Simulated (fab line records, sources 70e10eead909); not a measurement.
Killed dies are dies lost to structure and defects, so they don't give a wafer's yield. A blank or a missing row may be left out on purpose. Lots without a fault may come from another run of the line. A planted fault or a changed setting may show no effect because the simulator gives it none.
fab line records | flow nand_harc
record lots=6 wafers=17 last_day=23
route steps=1159 shown A_WL_FILL@811 END@1159
lots that met no fault: from a run of the same line without faults
start_h: hours from the record's first day to the start of the lot's first wafer shown | wait_h: hours since the lot's step before | " the same as in the row above | L1.1+2: a row that stands for several wafers | - no value, or no start given | * or withheld: withheld | < > ~ a bound
route shown NAME@n: a module of which the file shows steps, and the number in the route of the first | usual: mean/standard deviation of fault-free wafers | same: alike in all rows | chamber/n: place in a boat | sites: the reading at each site | _std_site: their standard deviation | _edge_site: outer sites' mean less inner sites' | radius_mm: how far each site lies from the wafer's centre | mask NAME#n: copy n | behind: the tool/chamber that last shaped the wafer | hold: why the lot was held/for how many hours/how that ended | device: the transistor (n, p or np) that didn't switch | end of line: the same wafers' tests at the end of the route | a step without rows: its recipe alone | killed: dies lost to structure and defects at the first sort, not the wafer's yield | map: a wafer's dies, x killed, . not, _ none there
set.NAME: the setting as run; set.NAME@STEP: as run at that earlier step | model.NAME: the simulator's own value behind a step, which no gauge read
lots at some steps of the route; a table a step, a row a wafer
services: from which hour (start_h, from the record's first day; less than 0 if before it) a tool's chamber was out of use, for how many hours, and why
## steps
# step NHARC_A_WL_FILL_ALD_02
# recipe target_thk_a=20 pulse_time_s=3 ald_cycles=100 temp_c=450 material=TiN
# step NHARC_A_WL_FILL_CVD_03
# recipe target_thk_a=400 temp_c=300 pressure_torr=40 wf6_flow_sccm=40 h2_flow_sccm=1600 ar_flow_sccm=1560 time_s=3302 material=W
# usual heater_power_w=490/23 throttle_valve_pct=7.94/0.24
# columns lot.wafer tool chamber start_h wait_h heater_power_w since_wet_clean_h throttle_valve_pct
L589.2 cvd_w-02 0 349.07 0.3 514 141 7.99
L589.3 " 0 " " 512 - 8.05
L589.5 " 0 " " 519 - 8.09
L593.1 cvd_w-01 1 373.89 3.0 450 69 8.24
L593.6 " 0 376.24 5.4 499 - 7.57
L596.1 cvd_w-01 0 400.85 1.7 503 96 7.80
L596.2 " 1 " " 456 97 8.19
L596.3 " 1 " " 466 - 8.12
L598.3 cvd_w-01 1 406.63 1.0 464 - 8.17
L598.6 " 1 " " 462 - 8.32
L598.5 " 0 " " 505 - 7.81
L602.2 cvd_w-02 1 435.72 0.1 504 46 7.73
L602.4 " 1 " " 491 - 8.23
L602.3 " 0 " " 517 - 7.45
L605.2 cvd_w-02 0 447.03 0.5 519 58 7.85
L605.3 " 0 " " 523 - 7.52
L605.5 " 0 " " 510 - 7.73
# step NHARC_A_WL_FILL_ETCHBACK_04
# recipe target_depth_a=600 time_s=120 chemistry=NF3
# usual drypump_motor_current_A=5.7/0.45 oes_product_au=1.001/0.011 run_length_s=141.4/0.44
# columns lot.wafer tool chamber start_h wait_h drypump_motor_current_A oes_product_au rf_hours_counter_h run_length_s
L589.2 rie_metal-01 1 352.46 2.9 6.4 1.006 0.1 141.6
L589.3 " 1 " " 6.4 1.012 - 141.6
L589.5 " 0 " " 5.9 0.995 - 141.0
L593.1 rie_metal-02 1 377.22 2.9 5.2 1.011 4.4 142.2
L593.6 " 1 " " 5.2 1.015 - 141.6
L596.2 rie_metal-03 0 404.16 2.4 5.2 1.009 3.8 141.2
L596.1 " 1 " " 6.0 1.003 3.8 141.8
L596.3 " 0 " " 5.2 1.003 - 140.6
L598.3 rie_metal-01 0 409.03 1.9 5.9 0.999 - 141.0
L598.6 " 0 " " 5.9 0.980 - 140.9
L598.5 " 1 " " 6.5 1.006 - 141.4
L602.2 rie_metal-02 0 439.07 2.9 5.4 1.003 0.9 141.2
L602.3 " 1 " " 5.2 0.991 - 141.8
L602.4 " 0 " " 5.4 0.999 - 141.3
L605.2 rie_metal-01 0 449.89 2.4 5.9 1.002 3.1 141.1
L605.3 " 0 " " 5.9 1.019 - 141.0
L605.5 " 0 " " 5.9 1.010 - 141.4
# step NHARC_A_WL_FILL_ETCHBACK_05
# recipe target_depth_a=220 time_s=60 temp_c=40 chemistry=Cl2/BCl3
# usual drypump_motor_current_A=5.7/0.46 oes_product_au=1.002/0.011 run_length_s=81.3/0.44 temp_c=39.99/0.12
# columns lot.wafer tool chamber start_h wait_h drypump_motor_current_A oes_product_au rf_hours_counter_h run_length_s temp_c
L589.2 rie_metal-01 0 352.70 0.2 5.8 0.989 0.2 81.0 40.01
L589.3 " 0 " " 5.9 0.984 - 80.8 39.86
L589.5 " 1 " " 6.4 0.994 - 81.7 39.94
L593.1 rie_metal-02 0 377.46 0.2 5.5 1.010 4.5 81.3 39.95
L593.6 " 0 " " 5.4 1.010 - 81.1 39.93
L596.2 rie_metal-03 0 404.41 0.2 5.2 1.013 3.9 80.6 40.08
L596.1 " 1 " " 6.0 0.990 3.9 82.3 40.07
L596.3 " 0 " " 5.2 1.015 - 81.3 40.02
L598.3 rie_metal-01 0 409.24 0.2 5.9 0.993 - 80.8 40.00
L598.5 " 1 " " 6.4 0.993 - 81.5 40.01
L598.6 " 0 " " 5.9 0.996 - 80.9 40.04
L602.2 rie_metal-02 0 439.29 0.2 5.4 1.014 1.1 80.9 39.98
L602.4 " 1 " " 5.2 0.997 - 81.6 40.06
L602.3 " 0 " " 5.4 1.008 - 81.2 39.99
L605.2 rie_metal-01 0 450.14 0.2 5.9 1.006 3.2 80.9 39.94
L605.3 " 0 " " 5.9 0.996 - 80.9 39.80
L605.5 " 1 " " 6.4 0.994 - 81.4 39.96
# step NHARC_A_WL_FILL_STRIP_27
# recipe power_w=1500 temp_c=250 time_s=20 chemistry=N2/H2
# usual drypump_motor_current_A=5.57/0.17 heater_power_w=336/7.7 temp_c=249.96/0.16
# columns lot.wafer tool chamber start_h wait_h drypump_motor_current_A heater_power_w rf_hours_counter_h temp_c
L589.2 plasma_asher-02 1 352.84 0.1 5.73 343 56 250.09
L589.3 " 1 " " 5.76 341 - 249.83
L589.5 " 1 " " 5.72 351 - 250.17
L593.1 plasma_asher-01 1 377.60 0.1 5.75 325 34 250.05
L593.6 " 0 " " 5.37 334 - 250.10
L596.2 plasma_asher-02 0 404.54 0.1 5.41 339 12 249.84
L596.1 " 1 " " 5.73 342 12 250.02
L596.3 " 1 " " 5.72 340 - 250.08
L598.3 plasma_asher-02 0 409.41 0.2 5.42 336 - 249.63
L598.5 " 1 " " 5.74 340 - 250.02
L598.6 " 0 " " 5.41 341 - 249.94
L602.2 plasma_asher-02 1 439.50 0.2 5.74 340 24 249.77
L602.4 " 1 " " 5.73 348 - 249.74
L602.3 " 0 " " 5.43 342 - 250.22
L605.2 plasma_asher-02 1 450.28 0.1 5.73 332 29 249.95
L605.3 " 0 " " 5.44 332 - 250.15
L605.5 " 1 " " 5.74 339 - 250.11
# step NHARC_A_WL_FILL_STRIP_28
# recipe time_s=1200 temp_c=72.5 chemistry=post_etch_residue_remover
# step NHARC_A_WL_FILL_PRECLEAN_06
# recipe time_s=300 chemistry=DIW
# step NHARC_A_WL_FILL_SRD_07
# step NHARC_A_WL_FILL_ANNEAL_08
# recipe temp_c=450 time_s=1800
# step NHARC_A_WL_FILL_ALD_10
# recipe target_thk_a=500 pulse_time_s=10 ald_cycles=500 temp_c=300 material=SiO2
# step NHARC_A_WL_FILL_ETCHBACK_16
# recipe target_depth_a=880 time_s=17.6 c4f8_flow_sccm=withheld o2_flow_sccm=8 ar_flow_sccm=withheld rf_w=600 bias_w=800 chemistry=C4F8/O2/Ar
# usual oes_product_au=0.99/0.033 rf_vpp_V=724/4.4 run_length_s=38.9/0.49
# columns lot.wafer tool chamber start_h wait_h oes_product_au rf_hours_counter_h rf_vpp_V run_length_s
L589.2 rie_diel-02 0 362.73 - 0.98 1.3 728 39.0
L589.3 " 2 " " 0.97 1.2 718 38.6
L589.5 " 3 " " 0.96 - 728 38.7
L593.1 rie_diel-02 2 387.56 - 0.94 3.2 717 38.6
L593.6 " 3 " " 0.92 - 728 25.1
L596.2 rie_diel-09 0 414.76 - 0.94 3.6 730 38.8
L596.1 " 2 " " 0.92 3.8 727 39.3
L596.3 " 3 " " 0.92 3.8 725 39.5
L598.3 rie_diel-02 1 419.85 - 1.01 5.4 726 23.9
L598.6 " 3 " " 0.98 - 727 24.6
L598.5 " 0 " " 1.01 - 727 38.5
L602.4 rie_diel-09 2 450.20 - 1.01 0.2 726 39.5
L602.2 " 0 " " 1.00 0.2 730 38.9
L602.3 " 1 " " 0.99 0.1 722 39.5
L605.2 rie_diel-09 0 460.32 - 1.02 0.6 731 39.0
L605.3 " 1 " " 0.98 0.5 721 39.5
L605.5 " 2 " " 1.01 - 729 38.9
# step NHARC_A_WL_FILL_STRIP_29
# recipe time_s=20 o2_flow_sccm=500 ar_flow_sccm=0 bias_w=0 chemistry=O2
# usual drypump_motor_current_A=5.7/0.47 oes_product_au=1.004/0.013 rf_vpp_V=57.9/0.9 showerhead_plenum_p_Torr=3.57/0.15 throttle_valve_pct=17.036/0.0084
# columns lot.wafer tool chamber start_h wait_h drypump_motor_current_A oes_product_au rf_hours_counter_h rf_vpp_V showerhead_plenum_p_Torr throttle_valve_pct
L589.2 rie_diel-02 0 362.82 0.1 5.1 1.021 1.4 57.9 3.69 17.032
L589.3 " 3 " " 5.4 0.997 1.2 58.1 3.66 17.041
L589.5 " 1 " " 6.1 1.007 - 57.6 3.60 17.056
L593.1 rie_diel-02 1 387.63 0.1 6.1 1.005 3.5 59.6 3.60 17.030
L593.6 " 1 " " 6.1 1.004 - 58.8 3.60 17.041
L596.2 rie_diel-09 0 414.88 0.1 5.3 1.021 3.6 58.1 3.74 17.021
L596.1 " 2 " " 5.4 0.988 3.8 59.5 3.68 17.029
L596.3 " 3 " " 5.0 0.986 3.8 58.1 3.60 17.055
L598.3 rie_diel-02 3 419.93 0.1 5.4 0.993 5.5 59.6 3.66 17.052
L598.6 " 2 " " 6.0 1.017 - 58.0 3.36 17.038
L598.5 " 3 " " 5.4 0.990 - 58.8 3.66 17.033
L602.3 rie_diel-09 1 450.30 0.1 5.8 0.986 0.1 56.4 3.45 17.038
L602.4 " 3 " " 5.0 1.011 0.2 59.1 3.60 17.040
L602.2 " 0 " " 5.4 1.018 0.2 58.4 3.74 17.029
L605.2 rie_diel-09 1 460.42 0.1 5.8 0.962 0.5 57.4 3.45 17.024
L605.3 " 2 " " 5.4 0.985 0.5 57.4 3.68 17.045
L605.5 " 1 " " 5.8 0.965 - 56.8 3.45 17.044
# step NHARC_END_SORT_01
# recipe temp_c=25
# usual killed_at_array=27/12 killed_at_other=0.8/1 killed_at_periphery=4.0/2.5 killed_dies=32/11 killed_open=3.3/1.8 killed_short=2.0/1.5
# same gross_dies=677
# columns lot.wafer tool chamber start_h wait_h killed_at_array killed_at_other killed_at_periphery killed_dies killed_open killed_short
L593.6 prober-01 0 476.14 4.0 671 2 4 677 3 3
L598.3 prober-02 0 505.79 3.1 673 1 3 677 1 0
L598.5 prober-02 0 507.38 3.7 44 1 3 48 9 1
L598.6 prober-02 0 508.18 4.0 672 1 4 677 2 3
# killed by level:class
L593.6 A_WL_FILL:area_etchback=641 A_CHANNEL_HOLE_D1:chamber_film_flake=14 A_STAIRCASE:chamber_film_flake=7 A_CONTACT:chamber_film_flake=4 A_M0:geometric_particle:short=2 P_GATE:chamber_film_flake=2 THIN_TSV:chamber_film_flake=2 P_CONTACT:geometric_particle:open=1
L598.3 A_WL_FILL:area_etchback=640 A_CHANNEL_HOLE_D1:chamber_film_flake=15 A_SLIT:chamber_film_flake=11 A_SGD_CUT:chamber_film_flake=3 P_M2:chamber_film_flake=2 P_M2:geometric_particle:open=1 A_ZERO_WELL:chamber_film_flake=1 A_CHANNEL_FILL_D1:chamber_film_flake=1
L598.5 A_CHANNEL_HOLE_D1:chamber_film_flake=15 A_SLIT:chamber_film_flake=11 A_CHANNEL_FILL_D1:geometric_particle:open=3 A_WL_FILL:chamber_film_flake=3 A_CONTACT:geometric_particle:open=2 A_STAIRCASE:chamber_film_flake=2 A_CONTACT:chamber_film_flake=2 A_BLC:chamber_film_flake=2
L598.6 A_WL_FILL:area_etchback=635 A_CHANNEL_HOLE_D1:chamber_film_flake=21 A_SLIT:chamber_film_flake=11 P_GATE:geometric_particle:short=1 P_M2:geometric_particle:open=1 A_CONTACT:geometric_particle:short=1 A_BLC:geometric_particle:short=1 A_M1:geometric_particle:open=1
# map L593.6 (x killed, . not)
____________x____________
_________xxxxxxx_________
_______xxxxxxxxxxx_______
______xxxxxxxxxxxxx______
_____xxxxxxxxxxxxxxx_____
____xxxxxxxxxxxxxxxxx____
____xxxxxxxxxxxxxxxxx____
___xxxxxxxxxxxxxxxxxxx___
___xxxxxxxxxxxxxxxxxxx___
__xxxxxxxxxxxxxxxxxxxxx__
__xxxxxxxxxxxxxxxxxxxxx__
_xxxxxxxxxxxxxxxxxxxxxxx_
_xxxxxxxxxxxxxxxxxxxxxxx_
_xxxxxxxxxxxxxxxxxxxxxxx_
_xxxxxxxxxxxxxxxxxxxxxxx_
_xxxxxxxxxxxxxxxxxxxxxxx_
xxxxxxxxxxxxxxxxxxxxxxxxx
xxxxxxxxxxxxxxxxxxxxxxxxx
xxxxxxxxxxxxxxxxxxxxxxxxx
xxxxxxxxxxxxxxxxxxxxxxxxx
xxxxxxxxxxxxxxxxxxxxxxxxx
_xxxxxxxxxxxxxxxxxxxxxxx_
_xxxxxxxxxxxxxxxxxxxxxxx_
_xxxxxxxxxxxxxxxxxxxxxxx_
_xxxxxxxxxxxxxxxxxxxxxxx_
_xxxxxxxxxxxxxxxxxxxxxxx_
__xxxxxxxxxxxxxxxxxxxxx__
__xxxxxxxxxxxxxxxxxxxxx__
___xxxxxxxxxxxxxxxxxxx___
___xxxxxxxxxxxxxxxxxxx___
____xxxxxxxxxxxxxxxxx____
____xxxxxxxxxxxxxxxxx____
_____xxxxxxxxxxxxxxx_____
______xxxxxxxxxxxxx______
_______xxxxxxxxxxx_______
_________xxxxxxx_________
____________x____________
# map L598.3 (x killed, . not)
____________x____________
_________xxxxxxx_________
_______xxxxxxxxxxx_______
______xxxxxxxxxxxxx______
_____xxxxxxxxxxxxxxx_____
____xxxxxxxxxxxxxxxxx____
____xxxxxxxxxxxxxxxxx____
___xxxxxxxxxxxxxxxxxxx___
___xxxxxxxxxxxxxxxxxxx___
__xxxxxxxxxxxxxxxxxxxxx__
__xxxxxxxxxxxxxxxxxxxxx__
_xxxxxxxxxxxxxxxxxxxxxxx_
_xxxxxxxxxxxxxxxxxxxxxxx_
_xxxxxxxxxxxxxxxxxxxxxxx_
_xxxxxxxxxxxxxxxxxxxxxxx_
_xxxxxxxxxxxxxxxxxxxxxxx_
xxxxxxxxxxxxxxxxxxxxxxxxx
xxxxxxxxxxxxxxxxxxxxxxxxx
xxxxxxxxxxxxxxxxxxxxxxxxx
xxxxxxxxxxxxxxxxxxxxxxxxx
xxxxxxxxxxxxxxxxxxxxxxxxx
_xxxxxxxxxxxxxxxxxxxxxxx_
_xxxxxxxxxxxxxxxxxxxxxxx_
_xxxxxxxxxxxxxxxxxxxxxxx_
_xxxxxxxxxxxxxxxxxxxxxxx_
_xxxxxxxxxxxxxxxxxxxxxxx_
__xxxxxxxxxxxxxxxxxxxxx__
__xxxxxxxxxxxxxxxxxxxxx__
___xxxxxxxxxxxxxxxxxxx___
___xxxxxxxxxxxxxxxxxxx___
____xxxxxxxxxxxxxxxxx____
____xxxxxxxxxxxxxxxxx____
_____xxxxxxxxxxxxxxx_____
______xxxxxxxxxxxxx______
_______xxxxxxxxxxx_______
_________xxxxxxx_________
____________x____________
## services
# columns tool chamber start_h hours kind
rie_diel-02 - 327.70 9.0 pm
rie_metal-01 - 332.00 9.0 pm
rie_metal-01 0 332.00 9.0 vent_cycle
rie_metal-01 1 332.00 9.0 vent_cycle
rie_diel-09 0 336.60 - clean
rie_diel-09 1 336.60 - clean
rie_diel-09 2 336.60 - clean
rie_diel-09 3 336.60 - clean
rie_metal-01 0 341.00 - clean
rie_metal-01 1 341.00 - clean
rie_diel-09 0 356.22 9.2 repair
plasma_asher-02 - 360.06 9.0 pm
cvd_w-02 1 372.23 8.5 repair
cvd_w-02 - 376.97 13.0 pm
rie_metal-02 - 388.00 9.0 pm
rie_metal-02 - 398.18 1.2 repair
rie_diel-02 2 399.75 10.0 repair
rie_diel-09 1 413.69 5.7 repair
rie_metal-02 1 426.06 4.7 repair
plasma_asher-01 - 428.81 2.7 repair
rie_diel-09 - 431.10 9.0 pm
rie_metal-03 - 453.00 9.0 pm
plasma_asher-01 - 453.46 9.0 pm
rie_diel-09 3 455.31 9.3 repair
## key
first_sign step=NHARC_A_WL_FILL_ETCHBACK_16 reading=run_length_s direction=down sigmas=29 usual=* struck=*
effect step=NHARC_END_SORT_01 reading=killed_dies direction=up sigmas=58 usual=32 struck=677
more_kills_born_at NHARC_A_WL_FILL_ETCHBACK_16@rie_diel-02=1916
met_at NHARC_A_WL_FILL_ETCHBACK_16
struck_wafers L593.6,L598.3,L598.6
later_rows_left_out L593.6,L598.3,L598.6
tester_left_out L593,L598
onset_between 362.73 387.56
fault kind=process_parameter_drift tool=rie_diel-02 chamber=- onset_h=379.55 steps=NHARC_A_WL_FILL_ETCHBACK_16 channel=time_s offset=* shape=step end_h=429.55 scope=struck_wafers_only acts_in=* stated=*
# tester_left_out: of these lots the tester's yield and bins aren't shown, on N5 and GAA mostly nor the transistor test; their killed dies are dies lost to structure and defects alone, not to doping, threshold or leakage, so they don't give the yield
# later_rows_left_out: the simulator's readings of these wafers behind a module that went badly wrong aren't trusted and aren't shown, but for the sort
